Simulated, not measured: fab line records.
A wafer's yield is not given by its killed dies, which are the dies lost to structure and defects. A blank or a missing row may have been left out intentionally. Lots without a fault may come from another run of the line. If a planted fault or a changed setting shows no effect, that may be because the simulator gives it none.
Split-lot trial    flow n5-finfet    route with 1938 steps; 7 lots, 21 wafers read

SPLIT DETAILS
At N5_BEOL_M10_PEB_26 (peb time 60 s), the setting peb-time-s was moved away from the recipe's 60 s on 7 of the 21 wafers read, by -11.4% to +15.6%. For the rest of the wafers, this setting stayed at what the recipe calls for.

THE PATH FROM SPLIT TO READING: the file shows 1 step between them
- N5_BEOL_M10_DEVELOP_27: develop time 30 s

THE READING
Shown in nm: cd-nm at N5_BEOL_M10_CD_MEAS_28, with target cd 70 nm. A value of 70.0 nm with a standard deviation of 1.4 nm is what fault-free wafers of this fab line usually give.

wafer   tool, chamber at the split  peb-time-s as run, s  against the recipe  cd-nm, nm  against lot-mates on the recipe
L075.1  litho-track-01, 0           60                    recipe              69.0       -
L075.4  litho-track-01, 0           60                    recipe              68.3       -
L075.6  litho-track-01, 0           60                    recipe              68.8       -
L076.1  litho-track-01, 0           66.17                 +10.3%              74.9       +4.5
L076.2  litho-track-01, 0           66.17                 +10.3%              72.9       +2.5
L076.5  litho-track-01, 0           60                    recipe              70.4       -
L084.1  litho-track-01, 0           69.37                 +15.6%              77.4       +6.7
L084.5  litho-track-01, 0           60                    recipe              70.8       -
L084.6  litho-track-01, 0           60                    recipe              70.7       -
L089.3  litho-track-02, 0           60                    recipe              69.1       -
L089.5  litho-track-02, 0           60                    recipe              70.3       -
L089.6  litho-track-02, 0           60                    recipe              71.9       -
L094.1  litho-track-01, 0           60                    recipe              70.4       -
L094.4  litho-track-01, 0           60                    recipe              70.8       -
L094.6  litho-track-01, 0           60                    recipe              69.7       -
L095.4  litho-track-05, 0           53.18                 -11.4%              66.2       -5.2
L095.5  litho-track-05, 0           53.18                 -11.4%              65.8       -5.6
L095.6  litho-track-05, 0           60                    recipe              71.4       -
L097.4  litho-track-02, 0           55.26                 -7.9%               64.8       -4.2
L097.5  litho-track-02, 0           60                    recipe              69.0       -
L097.6  litho-track-02, 0           55.26                 -7.9%               66.9       -2.1

FIT RESULTS
A straight line over all 21 wafers: cd-nm changes by +0.42 nm for each +1% of peb-time-s; r = +0.93; the points scatter about the line by 1.1 nm.
The same after taking each lot's own level away (the mean of its wafers on the recipe; 21 wafers): +0.415 nm for each +1%; r = +0.96; scatter 0.76 nm.
On that fit, the largest move of peb-time-s shifts the reading by 6.5 nm.
The lots' own levels span 68.70 to 71.40 nm, that is 1.9 times the standard deviation above.
The two slopes are in agreement: the lot-to-lot level therefore moves the slope only a little.
Check: with one of the wafers moved furthest among these (+15.6%) left out of the fit, the line predicts +6.22 nm for it against its lot-mates. Against them it came out at +6.65 nm.

OTHER SPLITS APPLIED TO THESE WAFERS
Other splits were also applied to these wafers ahead of the reading. Each is held against what the fit with the lots' levels taken away leaves over:
other split on the same wafers        wafers away from the commonest value  r with cd-nm (lot level and that fit taken away)
N5_BEOL_M6_EXPOSE_08 dose-mj          5                                     -0.13
N5_BEOL_M7_ILD_DEP_00 time-s          7                                     -0.25
N5_BEOL_M8_PECVD_70 temp-c            5                                     +0.21
N5_BEOL_M8_DEVELOP_10 develop-time-s  4                                     -0.08
N5_BEOL_M9_HM_DEP_02 target-thk-a     3                                     +0.02
N5_BEOL_M9_DESCUM_16 time-s           4                                     +0.33

FILE'S OWN FIT
cd-nm changes by +0.419 nm for each +1% of peb-time-s, r = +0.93.
